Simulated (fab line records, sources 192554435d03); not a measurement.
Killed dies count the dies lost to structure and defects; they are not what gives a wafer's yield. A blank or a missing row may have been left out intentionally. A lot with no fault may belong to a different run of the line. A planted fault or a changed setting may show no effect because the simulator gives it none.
Lot-split experiment + flow n5 finfet + 21 wafers read from 7 lots, route of 1938 steps

THE SPLIT
At N5_BEOL_M11_PECVD_70 (deposits SiO2 from TEOS/O2, target thk 20 nm, time 22.7 s), the setting time s was moved away from the recipe's 22.7 s on 6 of the 21 wafers read, by +7.4% to +9.6%. All remaining wafers had this setting at the recipe value.

The split's own step is where the reading is taken.

THE READING
SiO2_of_BEOL_M11_PECVD_70.thk nm (the simulator's own value, which no gauge read), in nm, at N5_BEOL_M11_PECVD_70 (deposits SiO2 from TEOS/O2, target thk 20 nm, time 22.7 s). The file does not state a usual value for it. Here, 15 wafers ran the recipe; their average is 19.8 nm with a standard deviation of 0.39 nm.

| wafer  | tool, chamber at the split | time s as run, s | against the recipe | SiO2_of_BEOL_M11_PECVD_70.thk nm, nm | against lot-mates on the recipe |
|--------|----------------------------|------------------|--------------------|--------------------------------------|---------------------------------|
| L078.2 | pecvd-04, 1                | 22.7             | recipe             | 20                                   | -                               |
| L078.3 | pecvd-04, 0                | 22.7             | recipe             | 19.6                                 | -                               |
| L078.5 | pecvd-04, 1                | 22.7             | recipe             | 20.4                                 | -                               |
| L081.1 | pecvd-01, 1,2              | 22.7             | recipe             | 19.2                                 | -                               |
| L081.2 | pecvd-01, 1,2              | 22.7             | recipe             | 19.2                                 | -                               |
| L081.4 | pecvd-01, 1                | 24.87            | +9.6%              | 21.8                                 | +2.6                            |
| L084.1 | pecvd-04, 0                | 24.78            | +9.2%              | 21.6                                 | +1.6                            |
| L084.3 | pecvd-04, 1,2              | 22.7             | recipe             | 20                                   | -                               |
| L084.6 | pecvd-04, 1,2              | 22.7             | recipe             | 20                                   | -                               |
| L087.1 | pecvd-01, 1                | 22.7             | recipe             | 19.6                                 | -                               |
| L087.3 | pecvd-01, 0                | 22.7             | recipe             | 19.4                                 | -                               |
| L087.4 | pecvd-01, 0                | 22.7             | recipe             | 20.2                                 | -                               |
| L090.1 | pecvd-01, 2                | 22.7             | recipe             | 20.4                                 | -                               |
| L090.3 | pecvd-01, 0                | 22.7             | recipe             | 20                                   | -                               |
| L090.5 | pecvd-01, 2                | 22.7             | recipe             | 20.2                                 | -                               |
| L094.3 | pecvd-02, 1                | 22.7             | recipe             | 19.4                                 | -                               |
| L094.5 | pecvd-02, 2                | 24.38            | +7.4%              | 21.6                                 | +2.2                            |
| L094.6 | pecvd-02, 0                | 24.38            | +7.4%              | 22                                   | +2.6                            |
| L089.1 | pecvd-02, 0                | 24.8             | +9.3%              | 22                                   | +2.2                            |
| L089.2 | pecvd-02, 1                | 24.8             | +9.3%              | 21.6                                 | +1.8                            |
| L089.3 | pecvd-02, 2                | 22.7             | recipe             | 19.8                                 | -                               |
The file does not say which wafer passed through which chamber wherever a row lists several chambers: such a row stands for several wafers.

THE FIT
A straight line over all 21 wafers: SiO2_of_BEOL_M11_PECVD_70.thk nm changes by +0.22 nm for each +1% of time s; r = +0.92; the points scatter about the line by 0.38 nm.
The same after taking each lot's own level away (the mean of its wafers on the recipe; 21 wafers): +0.244 nm for each +1%; r = +0.95; scatter 0.34 nm.
According to that fit, moving time s by its largest amount changes the reading by 2.3 nm.
Across the lots, their own levels run from 19.20 to 20.20 nm, a range of 2.5 times the standard deviation given above.
Hence the lot-to-lot level has little effect on the slope; both slopes agree.
Check: for one of the wafers moved furthest among these (+9.6%), held out of the fit, the line's prediction against its lot-mates is +2.28 nm. It came out at +2.6 nm against them.

OTHER SPLITS ON THESE WAFERS
Note: prior to the reading, these wafers also went through further splits. Each is held against what the fit with the lots' levels taken away leaves over:
| other split on the same wafers      | wafers away from the commonest value | r with SiO2_of_BEOL_M11_PECVD_70.thk nm (lot level and that fit taken away) |
|-------------------------------------|--------------------------------------|-----------------------------------------------------------------------------|
| N5_BEOL_M10_VIA_ETCH_34 time s      | 6                                    | +0.06                                                                       |
| N5_BEOL_M10_TRENCH_ETCH_37 source w | 3                                    | +0.02                                                                       |

FILE'S OWN FIT
SiO2_of_BEOL_M11_PECVD_70.thk nm changes by +0.24 nm for each +1% of time s, r = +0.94.
